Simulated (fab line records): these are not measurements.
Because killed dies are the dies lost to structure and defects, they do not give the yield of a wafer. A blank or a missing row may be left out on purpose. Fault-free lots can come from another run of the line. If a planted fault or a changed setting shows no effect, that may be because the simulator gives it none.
Which tool was responsible? ; flow n5 finfet ; 11 lots with 30 wafers sampled at 2 steps, on a route of 1938 steps

== WHAT THE GAUGES READ, wafer by wafer ==
N5_BEOL_M15_THK_MEAS_01.
lot;measured;on;M15_ILD_THK (nm)
L784;day 16 00:46;film metro-01;1605 1614 1655
L785;day 16 01:02;film metro-02;1639 1646 1639
L787;day 16 09:04;film metro-02;1599 1660
L788;day 16 09:44;film metro-01;1634 1662 1643
L790;day 17 09:11;film metro-01;1616 1624
L796;day 18 01:46;film metro-02;1603 1616 1623
L799;day 18 19:02;film metro-01;1618 1627 1666
L797;day 19 02:01;film metro-02;1619 1629 1644
L803;day 19 22:09;film metro-01;1624 1626
L806;day 20 17:33;film metro-01;1627 1660 1659
L807;day 21 09:54;film metro-02;1629 1648 1617

== WHAT TOOL EACH LOT RAN ON (gives the tool, then ch and the chambers of the sampled wafers, and finally the start) ==
lot;N5_BEOL_M14_STRIP_37
L784;rie diel-04 ch 0,1,3, day 15 22:41
L785;rie diel-05 ch 1,2,3, day 15 22:54
L787;rie diel-05 ch 2,3, day 16 06:55
L788;rie diel-01 ch 1,3, day 16 07:17
L790;rie diel-04 ch 2, day 17 07:06
L796;rie diel-01 ch 0,1,2, day 17 23:34
L799;rie diel-04 ch 1,3, day 18 17:06
L797;rie diel-05 ch 1,3, day 18 23:51
L803;rie diel-04 ch 2, day 19 18:59
L806;rie diel-01 ch 0,1, day 20 14:56
L807;rie diel-04 ch 0,3, day 21 06:51
- N5_BEOL_M14_STRIP_37: strips in O2.

== AS READ BY THE TOOLS THEMSELVES (means over the sampled wafers that have a number; for cases with no such wafer, the mark the record gives instead) ==
N5_BEOL_M14_STRIP_37.
lot;tool;chamber pressure mTorr (mTorr);drypump motor current A (A);oes product au (a.u.);rf vpp V (V);showerhead plenum p Torr (Torr);throttle valve pct (%)
L784;rie diel-04;29.96;5.7;0.88;4.5;2.10;16.55
L785;rie diel-05;30.00;6.2;0.80;3.6;2.17;16.65
L787;rie diel-05;30.01;6.2;0.79;3.8;2.16;16.59
L788;rie diel-01;29.98;6.2;0.75;2.7;2.07;16.68
L790;rie diel-04;29.98;5.7;0.72;3.2;2.06;16.50
L796;rie diel-01;30.03;5.9;0.83;2.9;2.09;16.57
L799;rie diel-04;30.04;6.1;0.86;3.7;2.12;16.67
L797;rie diel-05;29.99;6.5;0.78;3.5;2.21;16.79
L803;rie diel-04;29.98;5.7;0.71;3.1;2.05;16.54
L806;rie diel-01;29.98;6.0;0.78;3.5;2.09;16.79
L807;rie diel-04;30.05;5.3;0.82;2.8;2.06;16.59

== THE ANSWER, worked out from the rows above alone ==
Rule: the lots themselves supply what counts as usual. Put in order of their means at a reading, lots are off if they are a third of the lots or fewer, leave a main group of 4 or more, and stand apart from it by a gap of 3 or more times the standard deviation of the main group's means; of several such gaps the widest counts. If all means in a main group match to the digits the tables above print for the reading, that group is not used. Also off: a lot with no number at a reading for which 4 or more lots have one. Any other lot the step has rows for is counted as sound. Order of review: gauges by route order, followed by the tools' own readings, for which a lot's mean as printed above is used. At the first step where some lot is off, the reading lying furthest off is the one used; lots without a number count as furthest.
Across all readings shown, no lot is off: no conclusion can be drawn from this.

== WHAT THE SIMULATOR HAD PUT IN ==
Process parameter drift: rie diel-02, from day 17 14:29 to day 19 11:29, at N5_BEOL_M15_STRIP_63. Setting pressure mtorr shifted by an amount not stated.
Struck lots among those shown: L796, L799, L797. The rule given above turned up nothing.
